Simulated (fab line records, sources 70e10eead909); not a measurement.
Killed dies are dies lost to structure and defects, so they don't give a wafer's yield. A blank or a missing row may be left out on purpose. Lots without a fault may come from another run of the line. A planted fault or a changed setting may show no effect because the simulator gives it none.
Chamber matching | flow nand_harc | NHARC_A_CONTACT_DESCUM_47 on rie_diel-07: 4 sister chambers
The step chemistry O2, time 3 s. 16 wafers are shown with their chamber, then 8 later ones without.

WAFERS WITH THEIR CHAMBER
wafer  | chamber | showerhead_plenum_p_Torr (Torr) | rf_vpp_V (V) | oes_product_au (a.u.)
L626.1 | 0       | 2.03                            | 58.2         | 0.996
L626.4 | 1       | 1.96                            | 58.3         | 0.988
L626.5 | 2       | 1.76                            | 56.6         | 0.995
L627.1 | 3       | 1.77                            | 56.8         | 0.998
L627.4 | 1       | 1.95                            | 56.8         | 0.990
L627.6 | 3       | 1.77                            | 56.1         | 0.993
L632.2 | 2       | 2.08                            | 58.5         | 1.001
L632.5 | 2       | 2.08                            | 60.1         | 1.006
L632.6 | 1       | 1.95                            | 57.7         | 0.999
L636.4 | 0       | 2.02                            | 57.9         | 1.015
L636.5 | 1       | 1.95                            | 58.4         | 0.995
L636.6 | 2       | 2.07                            | 58.5         | 1.011
L642.1 | 0       | 2.02                            | 57.7         | 1.008
L642.3 | 1       | 1.95                            | 58.0         | 0.999
L642.5 | 1       | 1.95                            | 56.6         | 0.993
L644.1 | 1       | 1.95                            | 57.8         | 0.996

SIGNATURES (means of the wafers above)
reading                  | chamber 0 | chamber 1 | chamber 2 | chamber 3 | scatter within a chamber
showerhead_plenum_p_Torr | 2.0233    | 1.9514    | 1.9975    | 1.7700    | 0.0793
rf_vpp_V                 | 57.933    | 57.657    | 58.425    | 56.450    | 0.889
oes_product_au           | 1.00633   | 0.99429   | 1.00325   | 0.99550   | 0.00609
Rule: a wafer's distance from a chamber is the root of the sum, over the readings, of the square of ((its reading less the chamber's mean) divided by the reading's scatter). The wafer belongs to the nearest chamber; if the next one is less than 2 further off, it can't be placed. The scatter: the root of (the sum of the squares of (reading less its chamber's mean) over the shown wafers, divided by (wafers less chambers)).

WAFERS WITHOUT THEIR CHAMBER
wafer  | showerhead_plenum_p_Torr (Torr) | rf_vpp_V (V) | oes_product_au (a.u.)
L644.2 | 2.07                            | 58.7         | 0.994
L644.6 | 1.95                            | 57.7         | 1.000
L646.1 | 2.02                            | 58.9         | 0.997
L646.2 | 1.95                            | 58.4         | 0.986
L646.4 | 2.07                            | 59.1         | 0.990
L648.1 | 1.95                            | 57.1         | 0.990
L648.4 | 1.76                            | 57.3         | 0.993
L648.5 | 2.02                            | 58.3         | 0.992

WHICH CHAMBER EACH WENT THROUGH
wafer  | from the rows above               | in truth
L644.2 | can't be placed: 2 or 1 or 0      | 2
L644.6 | can't be placed: 1 or 2 or 0 or 3 | 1
L646.1 | can't be placed: 2 or 1 or 0      | 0
L646.2 | can't be placed: 1 or 2 or 0 or 3 | 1
L646.4 | can't be placed: 1 or 2 or 0      | 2
L648.1 | can't be placed: 1 or 3 or 2      | 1
L648.4 | can't be placed: 3 or 1           | 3
L648.5 | can't be placed: 1 or 2 or 0      | 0
Placed correctly: 0 of 8. Can't be placed from these rows: 8 (the true chamber is among the candidates in 8). Placed wrongly: 0.
